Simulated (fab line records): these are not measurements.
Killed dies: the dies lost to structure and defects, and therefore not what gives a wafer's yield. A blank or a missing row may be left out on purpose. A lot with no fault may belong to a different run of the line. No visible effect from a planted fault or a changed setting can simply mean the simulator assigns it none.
Struck lot and sound lot, side by side :: flow nandHarc :: 18 out of 1302 route steps
Sound: wafers L241.1, L241.2, L241.6. The struck wafers were L247.1, L247.2, L247.5. The cause is named last.
For every step that has rows: the tool of each side, followed by ch and its chambers, followed by its first start. Under that, the readings that differ: sound wafers :: struck wafers :: difference of the means :: sigmas: that difference in standard deviations of wafers without a fault.
alike: same words and numbers on both sides, and readings whose means sit less than 2 such deviations apart. not compared: any withheld reading, any reading some wafer has no value for, any bound like >300 that may hide the same value, and any number with overlapping values for which the record gives no deviation.
A row with sigmas, a row that says differs or no value, or rows on one side alone: a step with any of these is where the two part. Numbers that don't overlap but have no deviation are shown without sigmas and don't part them. A reading missing from all wafers of one side parts the sides only when that side holds two or more wafers.

NHARC_P_ZERO_WELL_CD_MEAS_11 targets a cd of 500 nm.
  sound on cdSem-02 ch 0, day 1 21:15; struck on cdSem-03 ch 0, day 4 09:07
  alike: cdNm
then, 1 step without rows for these wafers: NHARC_P_ZERO_WELL_HARDBAKE_12 (time 65 s).
NHARC_P_ZERO_WELL_DESCUM_13: chemistry O2, time 3 s.
  sound on rieDiel-04 ch 1,2, day 1 21:25; struck on rieDiel-07 ch 1,3, day 4 09:17
reading: showerheadPlenumPTorr (Torr)
sound: 2.06 1.98 2.06
struck: 1.78 1.76 1.76
difference: -0.27
sigmas: -3
  alike: drypumpMotorCurrentA, oesProductAu, rfVppV, throttleValvePct
  not compared: rfHoursCounterH
NHARC_P_ZERO_WELL_ETCH_65: etches the open film in N2/H2, target depth 80 nm, overetch 24 nm, time 87.88 s.
  sound on rieDiel-04 ch 0,1,3, day 1 21:31; struck on rieDiel-07 ch 1,2,3, day 4 09:23
reading: rfVppV (V)
sound: 436.4 433.8 432.1
struck: 426.4 426.3 429.9
difference: -6.6
sigmas: -2

reading: showerheadPlenumPTorr (Torr)
sound: 2.22 2.20 2.12
struck: 1.89 1.87 1.99
difference: -0.26
sigmas: -3
  alike: biasW, drypumpMotorCurrentA, oesProductAu, throttleValvePct
  not compared: rfHoursCounterH
NHARC_P_ZERO_WELL_ETCH_62: etches the open film in CHF3/Ar, target depth 13 nm, time 6.5 s.
  sound: rieDiel-04 ch 0,3; struck: rieDiel-07 ch 1,2,3
reading: rfVppV (V)
sound: 375.2 371.9 376.0
struck: 368.4 367.3 368.0
difference: -6.5
sigmas: -3

reading: showerheadPlenumPTorr (Torr)
sound: 2.53 2.43 2.53
struck: 2.29 2.17 2.18
difference: -0.28
sigmas: -3
  alike: biasW, chf3FlowSccm, drypumpMotorCurrentA, oesProductAu, throttleValvePct
  not compared: rfHoursCounterH
NHARC_P_ZERO_WELL_ETCH_63: etches the open film in HBr/Cl2, target depth 120 nm, time 40.1 s.
  sound on rieSi-04 ch 0,1,3, day 1 21:41; struck on rieSi-03 ch 0,2,3, day 4 09:36
  alike: biasW, drypumpMotorCurrentA, hbrFlowSccm, oesProductAu, throttleValvePct
  not compared: rfHoursCounterH
then, 6 steps without rows for these wafers: NHARC_P_ZERO_WELL_STRIP_15 (strips in SPM, time 900 s); NHARC_P_ZERO_WELL_DEHYDRATE_16 (time 120 s); NHARC_P_ZERO_WELL_HMDS_17 (time 30 s); NHARC_P_ZERO_WELL_COAT_18; NHARC_P_ZERO_WELL_SOFTBAKE_19 (time 95 s); NHARC_P_ZERO_WELL_EBR_20.
NHARC_P_ZERO_WELL_EXPOSE_21: exposes mask P NWELL, target cd 720 nm.
  sound on krfScanner-03 ch 0, day 1 22:20; struck on krfScanner-01 ch 0, day 4 10:20
reading: mask
sound: P_NWELL#0 P_NWELL#0 P_NWELL#0
struck: P_PWELL#0 P_PWELL#0 P_PWELL#0
difference: differs
sigmas: 
  alike: focusOffsetNm
then, 2 steps without rows for these wafers: NHARC_P_ZERO_WELL_PEB_22 (peb time 85 s); NHARC_P_ZERO_WELL_DEVELOP_23 (time 70 s).
NHARC_P_ZERO_WELL_CD_MEAS_24 targets a cd of 720 nm.
  sound on cdSem-01 ch 0, day 1 22:29; struck on cdSem-03 ch 0, day 4 10:30
reading: cdNm (nm)
sound: 722.2 724.6 723.4
struck: - - -
difference: no value on the struck wafers
sigmas: 
then, 1 step without rows for these wafers: NHARC_P_ZERO_WELL_HARDBAKE_25 (time 80 s).
-- break in the record here, with 23 days between the starts of the struck wafers on either side (left off in module P_ZERO_WELL, picked up again in module END, where the first step shown is number 1302 on the route) --
NHARC_END_SORT_01:
  sound on prober-02 ch 0, day 24 08:50; struck on prober-01 ch 0, day 27 13:47
reading: hold
sound: - - -
struck: awaitDispo/3.7h/scrap awaitDispo/3.7h/scrap awaitDispo/3.7h/scrap
difference: no value on the sound wafers
sigmas: 

reading: killedAtOther
sound: 0 0 0
struck: 5 3 5
difference: +4
sigmas: +3

reading: killedAtPeriphery
sound: 1 1 0
struck: 598 598 586
difference: +593
sigmas: +99 or more

reading: killedDies
sound: 36 53 53
struck: 677 677 677
difference: +630
sigmas: +30
  alike: killedAtArray, killedOpen, killedShort

## WHERE THEY PART
Last at NHARC_END_SORT_01 as far as this record goes, first at NHARC_P_ZERO_WELL_DESCUM_13.

WHY: what the simulator had put in
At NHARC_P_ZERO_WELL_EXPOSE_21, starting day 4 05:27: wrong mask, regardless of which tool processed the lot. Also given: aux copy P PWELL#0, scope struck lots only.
